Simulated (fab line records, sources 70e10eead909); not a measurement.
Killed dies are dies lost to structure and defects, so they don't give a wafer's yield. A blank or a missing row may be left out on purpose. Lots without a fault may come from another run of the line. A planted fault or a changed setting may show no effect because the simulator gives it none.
A struck lot beside a sound one | flow nand_harc | 20 steps out of a route of 1302
Sound: wafers L293.2, L293.5, L293.6. Struck: wafers L307.2, L307.5, L307.6. The cause comes at the end.
At each step with rows: each side's tool, then ch and its chambers, then its first start. Under that, the readings that differ: sound wafers | struck wafers | difference of the means | sigmas: that difference in standard deviations of wafers without a fault.
alike: readings whose means differ by less than 2 such deviations, and words and numbers that are the same on both sides. not compared: withheld readings, readings that some wafer has no value for, bounds like >300 that may hide the same value, and numbers for which the record gives no deviation and whose values overlap.
The two part at a step that has a row with sigmas, a row that says differs or no value, or rows on one side only. Numbers that don't overlap but have no deviation are shown without sigmas and don't part them. A reading that every wafer of one side lacks parts them only if that side has two wafers or more.

first, 2 steps without rows for these wafers: NHARC_A_STAIRCASE_HARDBAKE_442 (time 140 s); NHARC_A_STAIRCASE_DESCUM_443 (chemistry O2, time 3 s).
NHARC_A_STAIRCASE_ETCH_444: etches the open film in C4F8/O2, target depth 20400 nm, time 6800 s.
  sound on rie_diel-09 ch 0,1,2, day 21 16:34; struck on rie_diel-06 ch 0,2,3, day 27 18:48
  alike: oes_product_au, rf_vpp_V
  not compared: rf_hours_counter_h
NHARC_A_STAIRCASE_STRIP_446: strips in O2.
  sound on plasma_asher-02 ch 0,1, day 21 19:35; struck on plasma_asher-01 ch 0,1, day 27 22:17
  alike: drypump_motor_current_A, heater_power_w
  not compared: rf_hours_counter_h
then, 3 steps without rows for these wafers: NHARC_A_STAIRCASE_STRIP_447 (strips in SPM, time 900 s); NHARC_A_STAIRCASE_PRECLEAN_448 (cleans in SC1); NHARC_A_STAIRCASE_SRD_449.
NHARC_A_STAIRCASE_CMP_450: polishes SiO2, target thk 200 nm.
  sound on cmp-03 ch 0,1,3, day 21 20:22; struck on cmp-01 ch 0,1, day 27 23:06
  alike: motor_current_A, slurry_filter_dp_kPa
  not compared: pad_life_wafers
then, 2 steps without rows for these wafers: NHARC_A_STAIRCASE_CMP_152 (polishes); NHARC_A_STAIRCASE_SRD_154.
NHARC_A_STAIRCASE_ETCH_403: etches SiO2 in dHF, target depth 108.2 nm.
  sound on wet_bench-01 ch 0,3,6, day 21 20:43; struck on wet_bench-06 ch 0,5,7, day 27 23:29
then, 3 steps without rows for these wafers: NHARC_A_STAIRCASE_ETCHBACK_422 (etches the open film in CH3F/O2, target depth 40 nm, time 74.286 s); NHARC_A_STAIRCASE_ETCH_423 (etches SiO2 in dHF, target depth 30 nm); NHARC_A_STAIRCASE_ETCHBACK_157 (etches the open film in CH3F/O2, target depth 90 nm, time 167.14 s).
NHARC_A_STAIRCASE_STRIP_475: strips in O2, time 20 s.
  sound on rie_diel-02 ch 0,1,3; struck on rie_diel-06 ch 0,1,3
  alike: drypump_motor_current_A, oes_product_au, rf_vpp_V, showerhead_plenum_p_Torr, throttle_valve_pct
  not compared: rf_hours_counter_h
then, 3 steps without rows for these wafers: NHARC_A_STAIRCASE_DEP_471 (deposits SiO2, target thk 100 nm); NHARC_A_STAIRCASE_CMP_472 (polishes SiO2); NHARC_A_STAIRCASE_SRD_474.
NHARC_A_SGD_CUT_DEP_00: deposits SiNx, target thk 50 nm.
  sound on pecvd-03 ch 0,2, day 21 22:47; struck on pecvd-01 ch 0,2, day 28 05:28
  reading            | sound       | struck                                                                     | difference                   | sigmas
  hold               | - - -       | await_dispo/4.3h/release await_dispo/4.3h/release await_dispo/4.3h/release | no value on the sound wafers |
  heater_power_w (W) | 771 750 844 | 574 573 722                                                                | -165                         | -2
-- the record jumps here: 5 days lie between the struck wafers' starts before and after (it left off in module A_SGD_CUT and takes up again in module END, whose first step shown is number 1302 of the route) --
NHARC_END_SORT_01:
  the record has rows for the struck wafers here (prober-01 ch 0, day 33 13:47) and none for the sound ones

WHERE THEY PART
First at NHARC_A_SGD_CUT_DEP_00; last, within this record, at NHARC_END_SORT_01.

WHY: what the simulator had put in
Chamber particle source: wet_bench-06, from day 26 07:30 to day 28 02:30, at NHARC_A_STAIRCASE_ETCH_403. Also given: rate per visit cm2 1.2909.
